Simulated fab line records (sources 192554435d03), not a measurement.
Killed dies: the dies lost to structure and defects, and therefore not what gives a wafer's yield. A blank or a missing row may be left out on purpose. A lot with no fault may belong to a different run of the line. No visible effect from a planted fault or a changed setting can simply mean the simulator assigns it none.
fab line records ; flow n5_finfet
[record] lots = 9; wafers = 25; last_day = 19
route steps=1938 shown BEOL_M0_SAQP@662 BEOL_M4@1111 PASSIVATION@1936
lots that met no fault: from a run of the same line without faults
start_h: the number of hours between the record's first day and the start of the first shown wafer of the lot ; wait_h: hours since the lot's step before ; " unchanged from the row above ; L1.1+2: a row that stands for several wafers ; - no value present, or no start provided ; * or withheld: withheld ; < > ~ a bound
route shown NAME@n: names a module that has steps shown in the file, with the first one's number in the route ; usual: the fault-free wafers' mean and standard deviation ; same: alike in all rows ; chamber/n: place in a boat ; sites: readings site by site ; _std_site: their standard deviation ; _edge_site: mean of outer sites minus mean of inner sites ; radius_mm: for every site, how far away it sits from the centre of the wafer ; mask NAME#n: copy n ; behind: the last tool/chamber to shape the wafer ; hold: why the lot went on hold/how many hours it stayed there/how the hold came to an end ; device: which transistor (n, p or np) failed to switch ; end of line: the same wafers' tests at the end of the route ; where a step has no rows: the recipe by itself ; killed: dies that structure and defects cost at the first sort, which is not the same as the wafer's yield ; map: per-die view of a wafer (x killed, . not killed, _ where there is no die)
set.NAME: the setting that was run; set.NAME@STEP: the one run at that earlier step ; model.NAME: the simulator's own value behind a step, which no gauge read
the route's steps for a sample of lots (tables are steps, rows are wafers)
services: the hour from which a tool's chamber was out of use, counted from the record's first day as start_h (under 0 if before that day), plus the number of hours and why
[[steps]]
[step N5_BEOL_M0_SAQP_RECESS_114]
[recipe] chemistry = HF/NH3; target = SiO2; target_depth_a = 144; afs_cycles = 3; temp_c = 30; sublimation_temp_c = 180; sublimation_time_s = 60
[usual] drypump_motor_current_A = 5.4/0.38
[same] afs_cycles = 3
lot.wafer;tool;chamber;start_h;wait_h;drypump_motor_current_A
L517.2;vapor_etch-02;1;128.06;0.0;5.9
L517.4;vapor_etch-02;0;128.06;0.0;5.2
L517.5;vapor_etch-02;1;128.06;0.0;6.0
L524.1;vapor_etch-01;1;170.12;0.0;5.1
L524.2;vapor_etch-01;0;170.12;0.0;5.1
L526.1;vapor_etch-02;1;178.84;0.0;6.0
L526.2;vapor_etch-02;0;178.84;0.0;5.3
L525.3;vapor_etch-01;1;182.19;0.1;5.2
L525.4;vapor_etch-01;0;182.19;0.1;5.1
L525.6;vapor_etch-01;1;182.19;0.1;5.2
L527.3;vapor_etch-02;1;185.30;0.1;6.0
L527.5;vapor_etch-02;0;185.30;0.1;5.3
L527.6;vapor_etch-02;1;185.30;0.1;6.0
L530.1;vapor_etch-02;1;203.40;0.0;6.0
L530.2;vapor_etch-02;0;203.40;0.0;5.3
L530.4;vapor_etch-02;1;203.40;0.0;6.0
L531.1;vapor_etch-01;1;206.16;0.0;5.1
L531.2;vapor_etch-01;0;206.16;0.0;5.1
L531.4;vapor_etch-01;1;206.16;0.0;5.1
L537.2;vapor_etch-01;1;246.75;0.0;5.1
L537.5;vapor_etch-01;0;246.75;0.0;5.1
L537.6;vapor_etch-01;1;246.75;0.0;5.1
L536.1;vapor_etch-01;0;249.93;0.0;5.1
L536.5;vapor_etch-01;1;249.93;0.0;5.1
L536.6;vapor_etch-01;0;249.93;0.0;5.1
[step N5_BEOL_M0_SAQP_RECESS_104]
[recipe] chemistry = HF/NH3; target = SiO2; target_depth_a = 180; afs_cycles = 3; temp_c = 30; sublimation_temp_c = 180; sublimation_time_s = 60
[usual] drypump_motor_current_A = 5.4/0.36
[same] afs_cycles = 3
lot.wafer;tool;chamber;start_h;wait_h;drypump_motor_current_A
L517.2;vapor_etch-02;0;129.37;0.1;5.3
L517.4;vapor_etch-02;1;129.37;0.1;6.0
L517.5;vapor_etch-02;1;129.37;0.1;6.0
L524.1;vapor_etch-02;1;171.44;0.1;6.0
L524.2;vapor_etch-02;0;171.44;0.1;5.3
L526.1;vapor_etch-02;0;180.31;0.1;5.3
L526.2;vapor_etch-02;1;180.31;0.1;6.0
L525.3;vapor_etch-02;1;186.80;0.2;6.0
L525.4;vapor_etch-02;0;186.80;0.2;5.3
L525.6;vapor_etch-02;0;186.80;0.2;5.3
L527.3;vapor_etch-01;1;188.16;0.2;5.1
L527.5;vapor_etch-01;0;188.16;0.2;5.1
L527.6;vapor_etch-01;1;188.16;0.2;5.1
L530.1;vapor_etch-01;0;205.25;0.1;5.1
L530.2;vapor_etch-01;1;205.25;0.1;5.1
L530.4;vapor_etch-01;1;205.25;0.1;5.1
L531.1;vapor_etch-02;1;207.80;0.1;6.0
L531.2;vapor_etch-02;0;207.80;0.1;5.3
L531.4;vapor_etch-02;1;207.80;0.1;6.0
L537.2;vapor_etch-02;1;248.32;0.1;6.0
L537.5;vapor_etch-02;1;248.32;0.1;6.0
L537.6;vapor_etch-02;0;248.32;0.1;5.3
L536.1;vapor_etch-01;1;252.56;0.1;5.1
L536.5;vapor_etch-01;0;252.56;0.1;5.1
L536.6;vapor_etch-01;1;252.56;0.1;5.1
[step N5_BEOL_M0_SAQP_DESCUM_45]
[recipe] chemistry = O2; time_s = 7; source_power_w = 50; bias_power_w = 20; pressure_mtorr = 20; rf_frequency_hz = 2.712e+07; temp_c = 40; resist = CAR-EUV; o2_flow_sccm = 225
[usual] drypump_motor_current_A = 5.9/0.41; o2_flow_sccm = 225.0/0.75; oes_product_au = 0.77/0.066; rf_fwd_power_W = 49.42/0.19; rf_vpp_V = 243.5/1.1; showerhead_plenum_p_Torr = 2.11/0.056; throttle_valve_pct = 20.44/0.12
lot.wafer;tool;chamber;start_h;wait_h;drypump_motor_current_A;o2_flow_sccm;oes_product_au;rf_fwd_power_W;rf_hours_counter_h;rf_vpp_V;showerhead_plenum_p_Torr;throttle_valve_pct
L517.2;rie_diel-03;0;131.43;0.0;6.3;225.0;0.75;49.43;189;242.7;2.07;20.38
L517.4;rie_diel-03;1;131.43;0.0;6.1;224.2;0.91;49.39;-;242.8;2.06;20.31
L517.5;rie_diel-03;3;131.43;0.0;5.6;225.2;0.72;49.60;-;242.7;2.08;20.50
L524.1;rie_diel-03;0;173.83;0.0;6.3;224.0;0.73;49.54;202;242.5;2.07;20.41
L524.2;rie_diel-03;3;173.83;0.0;5.6;225.1;0.70;49.61;206;243.3;2.07;20.51
L526.1;rie_diel-03;0;185.77;0.0;6.4;225.1;0.72;49.44;205;243.7;2.06;20.42
L526.2;rie_diel-03;1;185.77;0.0;6.1;224.8;0.88;49.59;37;242.2;2.05;20.32
L525.3;rie_diel-03;1;188.96;0.0;6.0;224.9;0.88;49.47;38;242.4;2.05;20.33
L525.4;rie_diel-03;3;188.96;0.0;5.6;224.7;0.70;49.49;210;243.3;2.07;20.54
L525.6;rie_diel-03;1;188.96;0.0;5.9;225.3;0.87;49.75;-;243.4;2.05;20.33
L527.3;rie_diel-04;3;192.50;0.7;6.4;225.3;0.71;49.27;178;242.9;2.09;20.43
L527.5;rie_diel-04;3;192.50;0.7;6.4;225.3;0.71;49.28;-;243.6;2.09;20.42
L527.6;rie_diel-04;0;192.50;0.7;5.5;225.3;0.85;49.38;-;244.0;2.22;20.28
L530.1;rie_diel-04;3;207.32;0.0;6.4;225.7;0.71;49.27;182;243.6;2.09;20.44
L530.2;rie_diel-04;1;207.32;0.0;6.2;225.5;0.75;49.45;152;243.2;2.09;20.63
L530.4;rie_diel-04;0;207.32;0.0;5.5;224.1;0.85;49.23;71;244.9;2.22;20.29
L531.1;rie_diel-05;1;209.95;0.0;5.8;225.4;0.73;49.33;176;245.5;2.17;20.53
L531.2;rie_diel-05;2;209.95;0.0;5.7;225.6;0.72;49.22;208;244.1;2.16;20.67
L531.4;rie_diel-05;0;209.95;0.0;5.2;224.6;0.80;49.71;95;243.4;2.10;20.63
L537.2;rie_diel-03;3;250.46;0.0;5.6;226.1;0.69;49.37;230;243.5;2.06;20.57
L537.5;rie_diel-03;2;250.46;0.0;5.5;224.3;0.73;49.70;-;242.9;2.08;20.31
L537.6;rie_diel-03;3;250.46;0.0;5.6;225.6;0.69;49.48;-;241.3;2.06;20.56
L536.1;rie_diel-04;3;255.43;0.0;6.5;225.4;0.69;49.05;195;242.6;2.08;20.44
L536.5;rie_diel-04;2;255.43;0.0;6.5;225.1;0.71;49.71;-;242.6;2.07;20.38
L536.6;rie_diel-04;1;255.43;0.0;6.2;225.0;0.74;49.34;-;241.9;2.09;20.66
[step N5_BEOL_M0_SAQP_ETCH_88]
[recipe] chemistry = N2/H2; target = underlayer; target_depth_a = 65; time_s = 5.2; ion_energy_ev = 200; mask_material = CAR-EUV; pressure_mtorr = 30; source_w = 840; bias_w = 150; n2_flow_sccm = 200; h2_flow_sccm = 200; ends = cleared
[usual] drypump_motor_current_A = 5.9/0.41; etch_rf_on_time_s = 5.17/0.097; h2_flow_sccm = 200.0/0.54; oes_product_au = 0.65/0.058; rf_fwd_power_W = 819.3/2.2; rf_vpp_V = 524.5/2.2; showerhead_plenum_p_Torr = 2.56/0.069; throttle_valve_pct = 17.90/0.13
lot.wafer;tool;chamber;start_h;wait_h;drypump_motor_current_A;etch_rf_on_time_s;h2_flow_sccm;oes_product_au;rf_fwd_power_W;rf_hours_counter_h;rf_vpp_V;showerhead_plenum_p_Torr;throttle_valve_pct
L517.2;rie_diel-03;0;131.46;0.0;6.4;5.16;199.3;0.63;820.4;189;522.8;2.52;17.83
L517.4;rie_diel-03;1;131.46;0.0;6.0;5.00;199.9;0.77;820.0;-;522.4;2.49;17.77
L517.5;rie_diel-03;3;131.46;0.0;5.6;5.14;199.9;0.61;819.6;-;525.5;2.53;17.94
L524.1;rie_diel-03;0;173.87;0.0;6.4;5.20;199.7;0.62;818.8;202;525.2;2.51;17.87
L524.2;rie_diel-03;3;173.87;0.0;5.6;3.88;200.2;0.72;818.9;206;524.9;2.52;17.98
L526.1;rie_diel-03;0;185.81;0.0;6.4;5.07;199.3;0.63;818.6;205;524.3;2.51;17.86
L526.2;rie_diel-03;1;185.81;0.0;6.0;3.72;199.4;0.91;821.4;37;522.0;2.49;17.85
L525.3;rie_diel-03;1;189.00;0.0;6.0;5.06;199.3;0.76;819.0;38;522.1;2.49;17.81
L525.4;rie_diel-03;3;189.00;0.0;5.6;5.21;200.0;0.59;823.7;210;525.4;2.52;17.98
L525.6;rie_diel-03;1;189.00;0.0;6.1;3.77;200.8;0.90;823.0;-;524.2;2.49;17.85
L527.3;rie_diel-04;3;192.53;0.0;6.5;5.34;199.4;0.60;819.0;178;523.3;2.53;17.85
L527.5;rie_diel-04;3;192.53;0.0;6.5;5.26;200.1;0.60;819.6;-;524.2;2.53;17.87
L527.6;rie_diel-04;0;192.53;0.0;5.4;5.14;199.4;0.72;821.1;-;529.9;2.69;17.68
L530.1;rie_diel-04;3;207.35;0.0;6.4;5.41;200.4;0.59;816.2;182;525.7;2.53;17.88
L530.2;rie_diel-04;1;207.35;0.0;6.2;5.28;199.5;0.63;821.0;152;524.7;2.54;18.10
L530.4;rie_diel-04;0;207.35;0.0;5.5;5.18;199.9;0.72;818.6;71;526.6;2.69;17.69
L531.1;rie_diel-05;1;209.98;0.0;5.8;5.17;199.4;0.62;819.3;176;523.5;2.64;17.91
L531.2;rie_diel-05;2;209.98;0.0;5.7;5.28;199.9;0.62;815.6;208;525.5;2.62;18.10
L531.4;rie_diel-05;0;209.98;0.0;5.2;5.18;199.9;0.69;820.6;95;526.1;2.56;18.17
L537.2;rie_diel-03;3;250.50;0.0;5.6;5.16;199.3;0.60;822.6;230;523.0;2.51;17.99
L537.5;rie_diel-03;2;250.50;0.0;5.5;5.04;199.6;0.63;816.4;-;522.5;2.52;17.77
L537.6;rie_diel-03;3;250.50;0.0;5.6;5.17;199.9;0.59;820.8;-;521.5;2.51;17.99
L536.1;rie_diel-04;3;255.46;0.0;6.5;5.31;200.4;0.58;816.5;195;522.6;2.53;17.89
L536.5;rie_diel-04;2;255.46;0.0;6.5;5.22;200.2;0.61;823.6;-;521.0;2.52;17.91
L536.6;rie_diel-04;1;255.46;0.0;6.2;5.22;199.9;0.63;820.0;-;523.8;2.54;18.10
[step N5_BEOL_M4_RC_MEAS_101]
[usual] DIBL_N = 36.1/1.3; DIBL_P = 36.1/1.7; IOFF_N = 0.154/0.022; IOFF_P = 0.201/0.024; ION_N = 675/8.9; ION_P = 462/5.9; SS_N = 71.5/0.49; SS_P = 73.3/0.58; VT_N = 250.0/2.7; VT_P = -251.3/2.7
lot.wafer;tool;chamber;start_h;wait_h;DIBL_N[mV/V];DIBL_P[mV/V];IOFF_N[nA/um];IOFF_P[nA/um];ION_N[uA/um];ION_P[uA/um];SS_N[mV/dec];SS_P[mV/dec];VT_N[mV];VT_P[mV]
L517.2;prober-02;0;189.27;0.2;37.6;37.2;0.164;0.216;681;468;71.6;73.5;250.3;-249.2
L517.4;prober-02;0;189.27;0.2;38.4;38.5;0.181;0.235;684;468;72.1;73.9;248.3;-249.2
L517.5;prober-02;0;189.27;0.2;35.2;34.9;0.134;0.184;681;466;71.5;73.4;252.3;-253.5
L524.1;prober-01;0;234.47;0.0;36.3;35.6;0.127;0.182;662;455;71.1;72.7;252.8;-253.7
L524.2;prober-01;0;234.47;0.0;36.4;35.8;0.134;0.188;665;456;71.7;73.0;250.6;-252.7
L527.3;prober-01;0;256.60;0.3;32.9;32.7;0.124;0.164;677;465;71.2;73.2;251.8;-253.6
L527.5;prober-01;0;256.60;0.3;33.4;33.6;0.129;0.179;664;458;71.1;73.4;251.4;-254.2
L527.6;prober-01;0;256.60;0.3;33.5;32.3;0.119;0.157;671;460;71.3;72.7;255.1;-254.7
L526.1;prober-01;0;259.59;0.0;36.0;34.7;0.144;0.203;673;466;70.5;72.4;249.2;-247.3
L526.2;prober-01;0;259.59;0.0;37.1;35.7;0.161;0.215;672;463;71.2;73.2;249.9;-250.3
L525.3;prober-02;0;259.86;0.3;36.7;37.2;0.167;0.223;682;467;71.5;73.8;245.8;-248.0
L525.4;prober-02;0;259.86;0.3;34.8;33.9;0.126;0.174;671;460;70.7;72.4;251.2;-251.6
L525.6;prober-02;0;259.86;0.3;35.8;36.8;0.159;0.221;686;473;71.5;73.1;247.0;-249.2
L530.1;prober-01;0;262.90;0.0;36.7;38.5;0.165;0.205;672;457;72.0;73.8;250.8;-254.0
L530.2;prober-01;0;262.90;0.0;37.5;40.4;0.185;0.235;682;459;71.9;74.1;251.0;-249.4
L530.4;prober-01;0;262.90;0.0;35.5;37.5;0.140;0.195;654;449;71.7;73.5;254.2;-251.7
L531.1;prober-02;0;287.81;0.0;36.5;37.5;0.156;0.221;674;468;71.2;73.8;251.3;-248.6
L531.2;prober-02;0;287.81;0.0;36.1;37.5;0.160;0.216;676;470;72.1;72.7;251.1;-247.2
L531.4;prober-02;0;287.81;0.0;35.8;37.1;0.146;0.205;665;464;72.0;72.9;253.0;-247.0
L536.1;prober-02;0;319.48;0.0;38.7;39.5;0.196;0.268;696;478;72.4;73.9;244.5;-245.7
L536.5;prober-02;0;319.48;0.0;37.4;38.0;0.174;0.247;681;470;72.2;73.6;245.3;-248.8
L536.6;prober-02;0;319.48;0.0;36.1;36.4;0.147;0.211;670;464;71.9;73.0;251.1;-247.4
L537.2;prober-01;0;322.61;0.2;35.0;35.5;0.129;0.156;667;456;71.1;73.3;251.5;-255.6
L537.5;prober-01;0;322.61;0.2;35.0;36.1;0.136;0.168;678;460;71.8;72.9;249.9;-253.4
L537.6;prober-01;0;322.61;0.2;35.9;36.4;0.141;0.169;677;462;72.3;73.3;250.5;-256.6
[step N5_PASSIVATION_PROBE_49]
[usual] defect_limited_yield = 90.9/1.3; killed_at_M0_to_M3 = 35/10; killed_at_M4_up = 15/5.7; killed_at_contacts = 14/6.4; killed_at_front_end = 40/11; killed_at_other = 4/3.1; killed_dies = 108/16; killed_open = 71/11; killed_short = 34/7.7; sort_bin_5_function = 5.4/0.9; sort_bin_6_memory = 3.4/0.61; sort_n_pass = 1072/16; sort_yield_pct = 90.9/1.3
[same] gross_dies = 1180; killed_at_back_side = 0; sort_bin_4_leakage[%] = 0; sort_bin_8_speed[%] = 0
lot.wafer;tool;chamber;start_h;wait_h;defect_limited_yield[%];killed_at_M0_to_M3;killed_at_M4_up;killed_at_contacts;killed_at_front_end;killed_at_other;killed_dies;killed_open;killed_short;sort_bin_5_function[%];sort_bin_6_memory[%];sort_n_pass;sort_yield_pct[%]
L524.2;prober-02;-;354.93;0.1;89.2;40;8;9;64;6;127;77;46;6.9;3.4;1053;89.2
// killed by level:class
L524.2 FIN_SAQP:geometric_particle:open=13 FIN_SAQP:geometric_particle:short=10 BEOL_M0_SAQP:geometric_particle:short=10 BEOL_M3:geometric_particle:open=10 STI_FIN_REVEAL:geometric_particle:open=9 MOL_CONTACT_COAG:geometric_particle:open=9 BEOL_M2:geometric_particle:open=7 ILD0:geometric_particle:short=5
[[services]]
tool;chamber;start_h;hours;kind
vapor_etch-01;-;111.08;0.7;repair
rie_diel-05;-;140.08;0.4;repair
vapor_etch-01;-;157.57;0.3;repair
vapor_etch-01;-;235.62;1.8;repair
rie_diel-03;1;235.73;2.8;repair
rie_diel-03;-;252.66;2.8;pm
[[key]]
[first_sign] step = N5_BEOL_M0_SAQP_ETCH_88; reading = etch_rf_on_time_s; direction = down; sigmas = 14; usual = *; struck = *
[effect] step = N5_BEOL_M0_SAQP_ETCH_88; reading = oes_product_au; direction = up; sigmas = 3.2; usual = 0.65; struck = 0.84; wafers_moved = 2
met_at N5_BEOL_M0_SAQP_ETCH_88
struck_lots L524,L525,L526
struck_wafers L524.2,L525.6,L526.2
not_acting_at N5_BEOL_M0_SAQP_RECESS_114,N5_BEOL_M0_SAQP_RECESS_104,N5_BEOL_M0_SAQP_DESCUM_45
onset_between 131.46 173.87
[fault] kind = process_parameter_drift; tool = rie_diel-03; chamber = -; onset_h = 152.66; steps = N5_BEOL_M0_SAQP_ETCH_88; channel = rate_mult; offset = 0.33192; shape = step; end_h = 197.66; scope = struck_wafers_only
